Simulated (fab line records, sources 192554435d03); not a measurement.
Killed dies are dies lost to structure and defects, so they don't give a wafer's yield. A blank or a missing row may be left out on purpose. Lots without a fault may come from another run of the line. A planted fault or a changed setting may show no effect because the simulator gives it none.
fab line records | flow n5_finfet | part 2 of 2: steps 5 to 6 of 6
record lots=23 wafers=69 last_day=18
route steps=1938 shown BEOL_M0@716 BEOL_M1@775
lots that met no fault: from a run of the same line without faults
start_h: hours from the record's first day to the start of the lot's first wafer shown | wait_h: hours since the lot's step before | " the same as in the row above | L1.1+2: a row that stands for several wafers | - no value, or no start given | * or withheld: withheld | < > ~ a bound
route shown NAME@n: a module of which the file shows steps, and the number in the route of the first | usual: mean/standard deviation of fault-free wafers | same: alike in all rows | chamber/n: place in a boat | sites: the reading at each site | _std_site: their standard deviation | _edge_site: outer sites' mean less inner sites' | radius_mm: how far each site lies from the wafer's centre | mask NAME#n: copy n | behind: the tool/chamber that last shaped the wafer | hold: why the lot was held/for how many hours/how that ended | device: the transistor (n, p or np) that didn't switch | end of line: the same wafers' tests at the end of the route | a step without rows: its recipe alone | killed: dies lost to structure and defects at the first sort, not the wafer's yield | map: a wafer's dies, x killed, . not, _ none there
set.NAME: the setting as run; set.NAME@STEP: as run at that earlier step | model.NAME: the simulator's own value behind a step, which no gauge read
steps of the route over a sample of lots; a table a step, a row a wafer
services: from which hour (start_h, from the record's first day; less than 0 if before it) a tool's chamber was out of use, for how many hours, and why
## steps
# step N5_BEOL_M1_STRIP_19
# recipe chemistry=O2 power_w=400 temp_c=40 pressure_mtorr=30 rf_frequency_hz=6e+07 bias_power_w=0 overash_fraction=0.2 o2_flow_sccm=225
# usual drypump_motor_current_A=5.4/0.46 oes_product_au=0.81/0.096 rf_vpp_V=3.6/0.46 showerhead_plenum_p_Torr=2.09/0.062 throttle_valve_pct=16.7/0.32
# columns lot.wafer tool chamber start_h wait_h drypump_motor_current_A oes_product_au rf_hours_counter_h rf_vpp_V showerhead_plenum_p_Torr throttle_valve_pct
L074.1 rie_diel-04 2 126.30 0.1 5.2 0.93 14 3.0 2.16 16.6
L074.2 " 1 " " 5.3 0.74 164 3.4 2.10 17.0
L074.3 " 3 " " 4.8 0.67 255 3.8 2.07 16.7
L075.1 rie_diel-06 1 127.70 0.1 6.3 0.93 8 3.1 2.22 16.4
L075.3 " 3 " " 4.8 0.90 23 3.3 2.02 16.1
L075.4 " 0 " " 5.0 0.70 206 4.0 2.12 17.2
L076.1 rie_diel-05 0 133.28 0.1 5.1 0.79 110 3.1 2.03 16.9
L076.4 " 2 " " 5.8 0.87 49 3.1 2.13 16.5
L076.6 " 0 " " 5.1 0.79 - 3.4 2.03 16.8
L077.2 rie_diel-04 1 142.17 0.1 5.4 0.72 172 4.0 2.09 17.0
L077.4 " 0 " " 5.6 0.99 - 4.2 2.06 16.7
L077.6 " 3 " " 4.8 0.66 - 3.8 2.06 16.7
L078.1 rie_diel-06 1 146.27 0.2 6.3 0.91 14 4.3 2.22 16.4
L078.3 " 0 " " 5.0 0.70 212 3.6 2.11 17.2
L078.4 " 2 " " 5.6 0.79 116 3.8 2.01 16.9
L079.2 rie_diel-04 0 153.52 0.2 5.6 0.98 5 4.1 2.06 16.7
L079.3 " 1 " " 5.4 0.72 176 3.4 2.09 17.0
L079.6 " 1 " " 5.4 0.72 - 3.9 2.09 17.0
L080.1 rie_diel-05 3 153.68 0.1 5.7 0.67 216 3.7 2.14 16.7
L080.3 " 2 " " 5.8 0.85 55 3.3 2.13 16.5
L080.6 " 3 " " 5.7 0.67 - 3.7 2.14 16.7
L081.4 rie_diel-06 1 163.83 0.1 6.3 0.90 20 3.5 2.21 16.4
L081.5 " 1 " " 6.3 0.90 - 3.6 2.21 16.4
L081.6 " 0 " " 5.0 0.70 - 3.6 2.11 17.3
L082.1 rie_diel-06 1 172.70 0.1 6.3 0.90 23 4.3 2.21 16.4
L082.5 " 1 " " 6.3 0.89 - 3.4 2.21 16.4
L082.6 " 0 " " 5.0 0.70 - 3.6 2.11 17.3
L083.2 rie_diel-05 3 177.41 0.1 5.7 0.67 218 3.4 2.14 16.7
L083.4 " 0 " " 5.1 0.77 123 3.2 2.02 16.9
L083.6 " 0 " " 5.1 0.77 - 2.9 2.02 16.9
L084.1 rie_diel-04 2 179.70 0.2 5.2 0.88 34 2.8 2.15 16.7
L084.3 " 0 " " 5.6 0.94 16 3.6 2.06 16.8
L084.4 " 3 " " 4.8 1.02 1 3.6 2.06 16.2
L085.1 rie_diel-05 0 186.14 0.1 5.2 0.78 125 4.1 2.02 16.9
L085.3 " 1 " " 5.8 0.83 97 4.6 2.12 16.7
L085.5 " 2 " " 5.8 0.85 - 4.1 2.12 16.6
L086.1 rie_diel-06 2 199.95 0.2 5.6 0.77 129 4.2 2.01 16.9
L086.3 " 3 " " 4.8 0.88 40 3.6 2.01 16.2
L086.5 " 2 " " 5.6 0.77 - 3.0 2.01 16.9
L087.2 rie_diel-05 3 204.51 0.1 5.7 0.66 224 3.3 2.14 16.7
L087.5 " 3 " " 5.7 0.67 - 3.5 2.14 16.7
L087.6 " 0 " " 5.1 0.77 - 3.5 2.02 16.9
L088.1 rie_diel-06 3 204.91 0.2 4.8 0.87 42 3.3 2.01 16.1
L088.3 " 0 " " 5.0 0.68 231 3.5 2.11 17.3
L088.5 " 2 " " 5.6 0.76 - 3.1 2.01 16.9
L089.1 rie_diel-06 1 209.91 0.3 6.3 0.88 35 3.7 2.21 16.4
L089.2 " 3 " " 4.8 0.88 44 3.3 2.01 16.1
L089.6 " 0 " " 5.1 0.69 - 4.1 2.11 17.3
L090.1 rie_diel-04 1 216.98 0.2 5.4 0.70 198 3.9 2.08 17.1
L090.5 " 3 " " 4.8 0.96 - 4.1 2.06 16.3
L090.6 " 2 " " 5.2 0.86 - 3.6 2.15 16.7
L092.1 rie_diel-04 3 232.98 0.1 4.8 0.96 17 4.1 2.06 16.3
L092.3 " 1 " " 5.3 0.70 203 3.9 2.08 17.1
L092.4 " 2 " " 5.2 0.86 50 2.8 2.15 16.7
L093.2 rie_diel-06 0 246.21 0.1 5.0 0.68 244 4.5 2.10 17.3
L093.4 " 2 " " 5.7 0.75 144 3.9 2.00 16.9
L093.5 " 1 " " 6.3 0.85 - 3.5 2.20 16.4
L094.2 rie_diel-04 3 246.45 0.1 4.8 0.94 20 3.7 2.06 16.3
L094.4 " 0 " " 5.6 0.90 36 3.7 2.05 16.8
L094.6 " 1 " " 5.3 0.70 - 4.6 2.08 17.1
L095.3 rie_diel-06 0 253.26 0.1 5.0 0.68 247 3.6 2.10 17.3
L095.4 " 1 " " 6.2 0.84 50 3.9 2.20 16.5
L095.6 " 0 " " 5.0 0.68 - 3.7 2.10 17.3
L096.1 rie_diel-04 1 253.78 0.1 5.4 0.69 209 4.6 2.08 17.1
L096.5 " 0 " " 5.6 0.89 - 3.1 2.05 16.8
L096.6 " 1 " " 5.4 0.70 - 3.3 2.08 17.1
L097.4 rie_diel-05 0 261.84 0.1 5.1 0.76 146 3.9 2.02 16.9
L097.5 " 2 " " 5.8 0.82 - 3.4 2.11 16.6
L097.6 " 3 " " 5.7 0.65 - 4.6 2.13 16.8
# step N5_BEOL_M1_ETCH_77
# recipe chemistry=N2/H2 target=underlayer target_depth_a=65 mask_material=CAR-EUV time_s=5.2 ion_energy_ev=200 pressure_mtorr=30 source_w=840 bias_w=150 n2_flow_sccm=200 h2_flow_sccm=200 ends=cleared
# usual drypump_motor_current_A=5.4/0.45 etch_rf_on_time_s=5.29/0.15 h2_flow_sccm=200.0/0.63 oes_product_au=0.68/0.068 rf_vpp_V=523.6/2.5 showerhead_plenum_p_Torr=2.54/0.071 throttle_valve_pct=17.9/0.3
# columns lot.wafer tool chamber start_h wait_h drypump_motor_current_A etch_rf_on_time_s h2_flow_sccm oes_product_au rf_hours_counter_h rf_vpp_V showerhead_plenum_p_Torr throttle_valve_pct
L074.1 rie_diel-04 1 126.85 0.0 5.4 5.24 200.8 0.63 164 523.9 2.52 18.1
L074.2 " 2 " " 5.2 5.62 200.9 0.75 14 526.0 2.60 17.8
L074.3 " 3 " " 4.8 5.34 201.1 0.56 255 522.7 2.48 17.7
L075.1 rie_diel-06 0 128.54 0.0 5.0 5.52 200.4 0.59 206 522.6 2.54 18.4
L075.3 " 3 " " 4.8 5.45 200.4 0.75 23 519.7 2.50 17.6
L075.4 " 2 " " 5.6 5.41 199.4 0.66 110 521.0 2.46 18.1
L076.1 rie_diel-06 3 133.95 0.0 4.8 5.42 199.6 0.76 24 521.9 2.50 17.6
L076.4 " 2 " " 5.6 5.29 200.4 0.66 112 521.9 2.46 18.1
L076.6 " 2 " " 5.6 5.29 199.6 0.66 - 521.2 2.46 18.1
L077.2 rie_diel-06 1 142.72 0.0 6.3 5.42 200.7 0.77 13 530.0 2.70 17.6
L077.4 " 0 " " 5.1 5.38 199.7 0.59 211 524.3 2.54 18.4
L077.6 " 2 " " 5.6 5.31 199.2 0.66 - 522.3 2.46 18.1
L078.1 rie_diel-05 2 147.10 0.0 5.8 5.13 199.9 0.73 53 524.8 2.58 17.7
L078.3 " 0 " " 5.2 5.21 199.9 0.66 114 520.6 2.46 18.1
L078.4 " 1 " " 5.8 5.03 200.2 0.71 84 524.5 2.56 17.7
L079.2 rie_diel-04 2 154.19 0.0 5.2 5.59 199.9 0.74 24 527.3 2.60 17.9
L079.3 " 1 " " 5.4 5.20 200.0 0.62 176 524.3 2.52 18.1
L079.6 " 1 " " 5.4 5.14 200.4 0.62 - 522.5 2.52 18.1
L080.1 rie_diel-05 1 154.40 0.0 5.8 5.00 198.9 0.71 86 525.1 2.56 17.7
L080.3 " 0 " " 5.2 5.26 199.7 0.66 117 521.5 2.46 18.1
L080.6 " 2 " " 5.8 5.20 200.1 0.73 - 525.3 2.58 17.7
L081.4 rie_diel-05 2 164.40 0.0 5.8 5.12 199.3 0.72 - 523.0 2.58 17.7
L081.5 " 1 " " 5.8 5.07 201.1 0.71 - 525.7 2.56 17.7
L081.6 " 0 " " 5.1 5.20 200.6 0.66 - 520.1 2.46 18.1
L082.1 rie_diel-05 0 173.38 0.0 5.1 5.28 199.8 0.66 121 520.8 2.46 18.1
L082.5 " 1 " " 5.8 5.06 199.5 0.70 - 525.1 2.56 17.7
L082.6 " 0 " " 5.1 5.25 199.8 0.66 - 523.4 2.46 18.1
L083.2 rie_diel-06 0 178.70 0.0 5.0 5.31 200.4 0.58 222 524.4 2.53 18.5
L083.4 " 3 " " 4.8 5.31 201.0 0.75 34 522.0 2.50 17.6
L083.6 " 0 " " 5.0 5.28 200.7 0.59 - 522.9 2.54 18.5
L084.1 rie_diel-05 3 180.25 0.0 5.6 5.48 200.7 0.56 218 526.6 2.62 17.9
L084.3 " 1 " " 5.8 5.04 200.1 0.70 96 523.5 2.56 17.7
L084.4 " 0 " " 5.1 5.29 199.8 0.66 124 522.5 2.46 18.1
L085.1 rie_diel-04 0 186.82 0.0 5.6 5.31 199.8 0.77 19 522.2 2.50 18.0
L085.3 " 3 " " 4.8 5.04 199.6 0.85 4 523.6 2.48 17.3
L085.5 " 3 " " 4.8 5.04 199.5 0.84 - 519.4 2.48 17.3
L086.1 rie_diel-06 1 200.69 0.0 6.2 5.37 199.9 0.73 31 529.0 2.69 17.6
L086.3 " 3 " " 4.8 5.37 200.1 0.72 40 519.0 2.50 17.6
L086.5 " 2 " " 5.6 5.38 200.3 0.64 - 521.3 2.45 18.1
L087.2 rie_diel-05 1 205.18 0.0 5.8 5.07 199.0 0.70 101 524.2 2.55 17.7
L087.5 " 0 " " 5.1 5.28 199.5 0.65 - 521.5 2.46 18.2
L087.6 " 1 " " 5.8 5.02 199.7 0.70 - 524.1 2.55 17.7
L088.1 rie_diel-05 0 205.59 0.0 5.2 5.28 198.9 0.65 130 521.6 2.46 18.2
L088.3 " 1 " " 5.8 4.99 199.1 0.71 101 522.0 2.56 17.7
L088.5 " 3 " " 5.7 5.28 200.4 0.58 - 528.1 2.62 17.9
L089.1 rie_diel-05 3 210.45 0.0 5.7 5.31 200.5 0.58 225 524.6 2.62 17.9
L089.2 " 1 " " 5.8 5.07 201.0 0.69 102 523.0 2.55 17.7
L089.6 " 1 " " 5.8 5.04 201.0 0.69 - 526.3 2.55 17.7
L090.1 rie_diel-06 3 217.66 0.0 4.8 5.33 200.3 0.73 46 522.9 2.50 17.6
L090.5 " 3 " " 4.8 5.37 198.9 0.72 - 522.0 2.50 17.7
L090.6 " 0 " " 5.0 5.34 200.0 0.59 - 522.9 2.53 18.5
L092.1 rie_diel-04 0 233.52 0.0 5.6 5.33 200.8 0.74 32 522.6 2.49 18.0
L092.3 " 1 " " 5.4 5.16 199.5 0.60 203 524.4 2.51 18.1
L092.4 " 3 " " 4.8 5.12 200.1 0.80 17 522.3 2.47 17.3
L093.2 rie_diel-06 1 246.88 0.0 6.3 5.41 199.5 0.70 47 526.7 2.68 17.6
L093.4 " 2 " " 5.6 5.31 200.3 0.64 144 519.8 2.44 18.2
L093.5 " 0 " " 5.0 5.43 199.7 0.58 - 521.9 2.53 18.5
L094.2 rie_diel-06 3 247.12 0.0 4.8 5.33 199.8 0.71 55 522.9 2.49 17.7
L094.4 " 2 " " 5.7 5.24 200.2 0.64 144 524.3 2.44 18.2
L094.6 " 3 " " 4.8 5.31 199.4 0.71 - 522.2 2.49 17.7
L095.3 rie_diel-06 1 253.81 0.0 6.3 5.47 200.2 0.69 50 527.9 2.68 17.6
L095.4 " 0 " " 5.0 5.49 200.4 0.58 247 523.6 2.52 18.5
L095.6 " 1 " " 6.3 5.41 200.0 0.70 - 530.1 2.68 17.6
L096.1 rie_diel-06 1 254.33 0.0 6.3 5.47 200.6 0.70 50 528.3 2.68 17.6
L096.5 " 2 " " 5.6 5.32 199.1 0.63 - 521.4 2.44 18.2
L096.6 " 3 " " 4.8 5.44 200.7 0.71 - 523.9 2.49 17.7
L097.4 rie_diel-04 3 262.52 0.0 4.8 5.16 199.4 0.79 26 524.0 2.47 17.3
L097.5 " 3 " " 4.8 5.05 199.3 0.79 - 523.3 2.47 17.3
L097.6 " 0 " " 5.6 5.39 201.9 0.72 - 521.8 2.49 18.0
## services
# columns tool chamber start_h hours kind
rie_diel-06 0 92.46 3.0 repair
rie_diel-01 3 110.08 4.3 repair
rie_metal-03 - 123.19 0.5 repair
rie_diel-03 2 128.56 3.6 repair
rie_metal-01 0 128.57 5.6 repair
rie_diel-06 3 129.28 3.8 repair
rie_diel-02 3 139.10 12.7 repair
rie_diel-04 2 140.35 6.3 repair
rie_metal-01 - 142.72 0.2 repair
rie_diel-04 3 142.94 15.3 repair
rie_diel-01 0 143.26 26.3 repair
rie_diel-06 3 153.13 9.8 repair
rie_diel-06 2 156.30 7.3 repair
rie_diel-05 3 159.35 16.8 repair
rie_diel-05 0 165.72 3.0 repair
rie_diel-05 - 199.23 2.8 pm
rie_metal-02 0 207.50 13.4 repair
rtp_anneal-02 - 218.50 6.7 pm
rie_diel-01 0 227.96 4.4 repair
rie_metal-03 - 243.62 1.0 repair
rie_diel-06 0 261.52 - clean
rie_diel-06 0 261.52 - consumable_replace:focus_ring
rie_diel-06 0 261.52 27.6 scheduled_down
rie_diel-06 0 261.52 27.6 vent_cycle
